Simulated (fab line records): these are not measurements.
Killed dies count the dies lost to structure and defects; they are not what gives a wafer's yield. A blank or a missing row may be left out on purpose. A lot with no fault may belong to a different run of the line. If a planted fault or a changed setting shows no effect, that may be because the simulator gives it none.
Which tool is to blame? | flow n5 finfet | 10 lots, 28 wafers sampled, at 6 steps of a route of 1938

WHAT EACH GAUGE READ, for each wafer
N5_BEOL_M2_THK_MEAS_01.
lot  | measured     | on            | M2_ILD_THK (nm)
L459 | day 6 13:52  | film metro-01 | 78.9 79.3 79.5
L461 | day 7 07:12  | film metro-01 | 77.7 80.0 79.1
L464 | day 7 20:03  | film metro-01 | 79.5 79.8 79.5
L463 | day 7 23:13  | film metro-02 | 80.2 79.5 81.0
L467 | day 8 13:39  | film metro-01 | 79.5 79.4 81.1
L469 | day 9 02:16  | film metro-01 | 79.4 80.0 80.8
L472 | day 10 09:52 | film metro-02 | 78.7 79.0 78.9
L479 | day 11 18:16 | film metro-01 | 78.8 103.5
L482 | day 12 03:20 | film metro-02 | 80.7 79.4 104.2
L481 | day 12 06:10 | film metro-01 | 80.0 104.1

N5_BEOL_M2_OVL_MEAS_12.
lot  | measured     | on         | M2_OVL (nm)
L459 | day 6 15:33  | overlay-02 | -2.1 -0.4 -1.1
L461 | day 7 07:56  | overlay-02 | -0.6 -0.7 -1.1
L464 | day 7 20:36  | overlay-01 | -0.4 -0.5 0.2
L463 | day 7 23:51  | overlay-01 | -1.4 -0.8 -0.8
L467 | day 8 14:44  | overlay-02 | -0.9 -0.4 0.1
L469 | day 9 06:31  | overlay-01 | -1.0 -0.3 -0.8
L472 | day 10 10:47 | overlay-02 | -1.6 -1.8 -0.8
L479 | day 11 21:00 | overlay-01 | -1.6 -0.5
L482 | day 12 07:10 | overlay-02 | -0.5 -0.5 -1.5
L481 | day 12 07:38 | overlay-01 | -0.7 -2.4

N5_BEOL_M4_RC_MEAS_101.
lot  | measured     | on        | DIBL_N (mV/V)  | DIBL_P (mV/V)  | IOFF_N (nA/um)    | IOFF_P (nA/um) | ION_N (uA/um) | ION_P (uA/um) | SS_N (mV/dec)  | SS_P (mV/dec)  | VT_N (mV)   | VT_P (mV)
L459 | day 7 18:14  | prober-02 | 35.4 36.9 38.8 | 34.9 35.9 37.9 | 0.115 0.139 0.175 | 0.18 0.19 0.23 | 662 667 679   | 461 463 462   | 70.7 71.1 72.4 | 72.2 72.0 73.5 | 256 254 250 | -253 -251 -250
L461 | day 8 18:42  | prober-01 | 36.8 35.3 34.1 | 36.7 34.5 33.3 | 0.151 0.128 0.108 | 0.20 0.17 0.15 | 668 657 652   | 456 457 452   | 72.1 71.0 71.1 | 73.5 72.6 72.0 | 253 254 257 | -252 -253 -253
L464 | day 9 14:28  | prober-01 | 34.5 35.4 36.9 | 34.6 34.6 37.2 | 0.125 0.136 0.161 | 0.16 0.17 0.20 | 674 672 676   | 456 459 455   | 70.6 71.2 71.5 | 73.4 72.7 73.4 | 254 253 252 | -256 -255 -249
L463 | day 9 16:43  | prober-02 | 37.3 38.8 37.0 | 36.7 38.8 36.2 | 0.142 0.179 0.137 | 0.21 0.25 0.20 | 666 688 660   | 465 468 461   | 71.2 72.3 71.1 | 72.9 73.8 72.8 | 252 249 255 | -248 -248 -251
L467 | day 9 18:19  | prober-01 | 34.8 35.8 34.7 | 32.8 35.3 34.9 | 0.112 0.133 0.124 | 0.14 0.17 0.18 | 664 668 657   | 453 461 453   | 71.5 71.8 71.6 | 72.6 73.1 72.9 | 255 252 251 | -257 -252 -252
L469 | day 10 23:20 | prober-02 | 35.1 32.7 35.1 | 36.2 34.1 37.4 | 0.152 0.119 0.175 | 0.22 0.19 0.25 | 666 669 691   | 462 465 475   | 72.1 70.8 71.3 | 72.9 73.1 73.8 | 254 252 247 | -247 -248 -247
L472 | day 11 17:49 | prober-02 | 35.3 34.6 37.0 | 37.5 36.7 39.5 | 0.143 0.137 0.182 | 0.23 0.21 0.26 | 660 670 686   | 466 467 472   | 70.9 71.1 72.6 | 73.9 72.3 73.8 | 253 250 250 | -247 -250 -247
L479 | day 13 11:02 | prober-01 | 38.7 34.6      | 39.7 37.3      | 0.234 0.162       | 0.26 0.22      | 708 687       | 469 470       | 72.9 72.3      | 74.2 73.6      | 244 246     | -247 -254
L482 | day 14 02:34 | prober-01 | 34.7 35.3 34.8 | 35.1 36.0 35.4 | 0.136 0.142 0.128 | 0.19 0.21 0.20 | 671 664 660   | 457 459 456   | 70.9 71.9 71.4 | 72.2 73.1 72.6 | 252 252 254 | -252 -251 -253
L481 | day 14 02:31 | prober-02 | 35.4 36.8      | 35.1 37.2      | 0.135 0.166       | 0.19 0.22      | 671 679       | 456 461       | 71.2 71.5      | 72.6 73.7      | 250 250     | -253 -249

WHAT TOOL EACH LOT RAN ON (gives the tool, then ch and the chambers of the sampled wafers, and finally the start)
lot  | N5_BEOL_M1_SPUTTER_48        | N5_BEOL_M1_DEP_57               | N5_BEOL_M2_ILD_DEP_00
L459 | pvd sputter-03, day 6 10:31  | pecvd-01 ch 0,1, day 6 13:41    | pecvd-04 ch 0,1, day 6 13:49
L461 | pvd sputter-03, day 7 04:16  | pecvd-03 ch 0,1,2, day 7 07:00  | pecvd-04 ch 0,1,2, day 7 07:08
L464 | pvd sputter-03, day 7 17:06  | pecvd-01 ch 0,1,2, day 7 19:50  | pecvd-03 ch 0,2, day 7 19:58
L463 | pvd sputter-03, day 7 20:16  | pecvd-03 ch 0,2, day 7 23:01    | pecvd-03 ch 0,2, day 7 23:08
L467 | pvd sputter-01, day 8 10:43  | pecvd-02 ch 0,1,2, day 8 13:28  | pecvd-03 ch 0,1,2, day 8 13:35
L469 | pvd sputter-01, day 8 23:01  | pecvd-02 ch 0,1,2, day 9 02:05  | pecvd-03 ch 0,1,2, day 9 02:13
L472 | pvd sputter-02, day 10 06:38 | pecvd-01 ch 0,1,2, day 10 09:39 | pecvd-04 ch 0,1, day 10 09:47
L479 | pvd sputter-01, day 11 15:14 | pecvd-01 ch 0, day 11 18:04     | pecvd-03 ch 0, day 11 18:12
L482 | pvd sputter-01, day 12 00:24 | pecvd-01 ch 0,1, day 12 03:08   | pecvd-03 ch 1,2, day 12 03:16
L481 | pvd sputter-03, day 12 03:10 | pecvd-01 ch 1, day 12 05:58     | pecvd-03 ch 1,2, day 12 06:05
- N5_BEOL_M1_SPUTTER_48: material Cu, target thk 4.5 nm, time 8.29 s.
- N5_BEOL_M1_DEP_57: deposits SiCN from 3MS/NH3, target thk 8 nm, time 14 s.
- N5_BEOL_M2_ILD_DEP_00: deposits SiOC from DEMS/O2, target thk 79 nm, time 15.3 s.

AS READ BY THE TOOLS THEMSELVES (means over the sampled wafers that have a number; for cases with no such wafer, the mark the record gives instead)
N5_BEOL_M1_SPUTTER_48.
lot  | tool           | chuck sensor temp C (C) | susceptor temp C (C) | throttle valve pct (%)
L459 | pvd sputter-03 | -15.84                  | -20.06               | 29.4
L461 | pvd sputter-03 | -15.83                  | -19.93               | 29.6
L464 | pvd sputter-03 | -15.93                  | -19.91               | 28.9
L463 | pvd sputter-03 | -15.80                  | -19.93               | 29.7
L467 | pvd sputter-01 | -16.05                  | -19.91               | 30.7
L469 | pvd sputter-01 | -15.97                  | -19.98               | 30.6
L472 | pvd sputter-02 | -16.29                  | -20.14               | 31.4
L479 | pvd sputter-01 | -15.82                  | -20.04               | 29.9
L482 | pvd sputter-01 | -16.07                  | -19.94               | 29.6
L481 | pvd sputter-03 | -15.88                  | -20.12               | 30.0

N5_BEOL_M1_DEP_57.
lot  | tool     | showerhead plenum p Torr (Torr) | throttle valve pct (%)
L459 | pecvd-01 | 3.678                           | 8.8
L461 | pecvd-03 | 3.667                           | 9.2
L464 | pecvd-01 | 3.681                           | 8.5
L463 | pecvd-03 | 3.668                           | 8.8
L467 | pecvd-02 | 3.669                           | 8.7
L469 | pecvd-02 | 3.670                           | 8.8
L472 | pecvd-01 | 3.684                           | 8.8
L479 | pecvd-01 | 3.678                           | 8.6
L482 | pecvd-01 | 3.679                           | 9.1
L481 | pecvd-01 | 3.671                           | 9.1

N5_BEOL_M2_ILD_DEP_00.
lot  | tool     | heater power outer w (W) | heater power w (W) | showerhead plenum p Torr (Torr) | susceptor temp C (C) | throttle valve pct (%)
L459 | pecvd-04 | 288                      | 494                | 5.685                           | 349.94               | 11.9
L461 | pecvd-04 | 273                      | 469                | 5.690                           | 349.86               | 12.0
L464 | pecvd-03 | 217                      | 441                | 5.706                           | 350.07               | 11.8
L463 | pecvd-03 | 219                      | 430                | 5.709                           | 349.77               | 11.8
L467 | pecvd-03 | 240                      | 456                | 5.693                           | 350.10               | 12.2
L469 | pecvd-03 | 235                      | 451                | 5.695                           | 350.06               | 12.1
L472 | pecvd-04 | 314                      | 527                | 5.691                           | 349.93               | 11.4
L479 | pecvd-03 | 254                      | 478                | 5.681                           | 350.21               | 11.4
L482 | pecvd-03 | 219                      | 430                | 5.693                           | 349.71               | 12.4
L481 | pecvd-03 | 184                      | 380                | 5.707                           | 350.00               | 12.5

THE ANSWER, worked out from the rows above alone
Rule: the usual values come from the lots themselves. The widest of any qualifying gaps counts: lots, ordered by their means at a reading, are off when they make up no more than a third of the lots, leave a main group of 4 or more, and stand apart from it by 3 or more times the standard deviation of that group's means. The tables above print the reading to a certain number of digits; a main group whose means all agree to those digits is not used. A lot without any number at a reading at which 4 lots or more have one is off too. Where the step has rows for the other lots, those lots are counted as sound. After the gauges, taken in route order, come the tools' own readings; for these a lot's mean is taken, as printed above. The first step at which some lot is off is used, and at that step the reading that is off furthest; a lot without a number counts as furthest.
Off: at N5_BEOL_M2_THK_MEAS_01 (M2_ILD_THK), L479, L482, L481. The main group: mean 79.6 nm, standard deviation 0.52.
A tool fits if, at a process step before that reading, it ran every lot that is off, and no sound lot after the first of them. Gauges at N5_BEOL_M2_THK_MEAS_01: tried the same way as those tools. 2 tools fit, pecvd-01 at N5_BEOL_M1_DEP_57 and pecvd-03 at N5_BEOL_M2_ILD_DEP_00, so this cannot tell which one it is.

WHAT THE SIMULATOR HAD PUT IN
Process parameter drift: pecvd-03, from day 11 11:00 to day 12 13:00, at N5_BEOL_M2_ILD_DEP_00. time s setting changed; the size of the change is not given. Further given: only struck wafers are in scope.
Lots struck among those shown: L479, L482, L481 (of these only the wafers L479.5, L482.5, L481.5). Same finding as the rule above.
